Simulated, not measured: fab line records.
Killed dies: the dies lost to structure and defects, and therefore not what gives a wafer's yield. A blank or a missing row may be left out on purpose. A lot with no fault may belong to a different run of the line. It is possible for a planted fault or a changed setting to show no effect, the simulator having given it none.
Code-filled problem report in 8D (eight disciplines) form ; flow n5_finfet ; the parts of the form that need people (team, actions taken, sign-off) are left out

## 1. THE ISSUE
Wafers without a fault read 199, standard deviation 54; raw_defect_count at N5_MOL_CONTACT_COAG_INSPECT_42 reads a mean of 1250 on 3 wafers belonging to 2 lots. That puts it +19 standard deviations away from the usual mean.
The step: inspects for defects (brightfield).
First seen on wafer L332.3, day 6 23:41, on defect_inspect-02. At this step, 24 wafers from 8 lots have a number in the record. Rule for "out", or "out of limits": more than 4 standard deviations from the usual mean. All remaining wafers that have a number are taken as sound.

## 2. WHAT THIS IS AND IS NOT
question;is;is not
which readings at this step;raw_defect_count;-
which lots;L332, L336;L325, L326, L340, L345, L346, L348
which wafers of those lots;L332.3, L332.6, L336.5;L332.1, L336.2, L336.3
read on which gauges;defect_inspect-02;defect_inspect-01
when;from day 6 23:41;"up to then (7 sound wafers); but 14 sound wafers of L336, L340, L345, L346, L348 came after"

## 3. SUSPECTS, AND WHAT RULES EACH OUT
Counting: a tool at a process step up to the reading stays a suspect if it ran every lot that is out. Sound lots after the first of them don't rule it out here, since some wafers of a struck lot are sound.
- the gauge at N5_MOL_CONTACT_COAG_INSPECT_42: ruled out. All the wafers that are out were read on defect_inspect-02, but those of them that N5_PASSIVATION_PROBE_49 has rows for are out there too, on other tools.
- rie_diel-02 at N5_MOL_CONTACT_COAG_ETCH_91 (etches SOC in N2/H2, target depth 60 nm, overetch 21 nm, time 101.2 s): kept. Ran every lot that is out, first one L332 (day 6 22:42); last sound lot up to then L326 (day 5 07:45).
- In rie_diel-02 at N5_MOL_CONTACT_COAG_ETCH_91, the wafers that are out were processed in chamber 1 and their sound lot-mates in chambers 0, 3.
The count leaves rie_diel-02 at N5_MOL_CONTACT_COAG_ETCH_91.

## 4. THE CAUSE (what the simulator had put in)
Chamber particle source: rie_diel-02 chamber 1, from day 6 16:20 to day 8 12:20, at N5_MOL_CONTACT_COAG_ETCH_91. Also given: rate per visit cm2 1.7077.
This tool alone remained once counting was done.

## 5. THE CHAIN OF EFFECTS, in route order
Rows list readings where the struck wafers' mean (over those with a number) sits beyond 3 standard deviations from the usual. Only readings whose record carries a usual standard deviation are examined. hours: median over the lots of the time between each lot's start at the first step of this table that gives one and its start at this step. sigmas: the change, counted in usual standard deviations.
hours;step;reading;usual;on struck wafers;change;sigmas
0;N5_MOL_CONTACT_COAG_INSPECT_42;raw_defect_count;199;1250;+1051;+19
188;N5_PASSIVATION_PROBE_49;defect_limited_yield;91.3 %;78.8;-12.5;-9.6
188;N5_PASSIVATION_PROBE_49;killed_at_contacts;12;165;+153;+26
188;N5_PASSIVATION_PROBE_49;killed_dies;103;250;+147;+9.8
188;N5_PASSIVATION_PROBE_49;sort_bin_5_function;5.1 %;12.8;+7.7;+8.8
188;N5_PASSIVATION_PROBE_49;sort_n_pass;1077;930;-147;-9.8
188;N5_PASSIVATION_PROBE_49;sort_yield_pct;91.3 %;78.8;-12.5;-9.6
It contains these process steps:
- N5_PASSIVATION_PROBE_49
At these later measuring or inspecting steps, every struck wafer for which the step has a row has a number for every such reading, and none has moved that far: N5_BEOL_M4_RC_MEAS_101.

## 6. WHAT WOULD HAVE CAUGHT IT SOONER
7 hours passed between the start of the fault at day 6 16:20 and the first reading out of limits at a measuring or inspecting step in this record, taken at day 6 23:41.
No tool reading at N5_MOL_CONTACT_COAG_ETCH_91 that has a usual standard deviation in the record was out on any struck wafer, so an alarm limit of 4 standard deviations on those readings would not have fired.
L336, from the lots that are out (2), started N5_MOL_CONTACT_COAG_ETCH_91 on rie_diel-02 later than day 6 23:41. Putting the tool on hold at that point would have spared it.
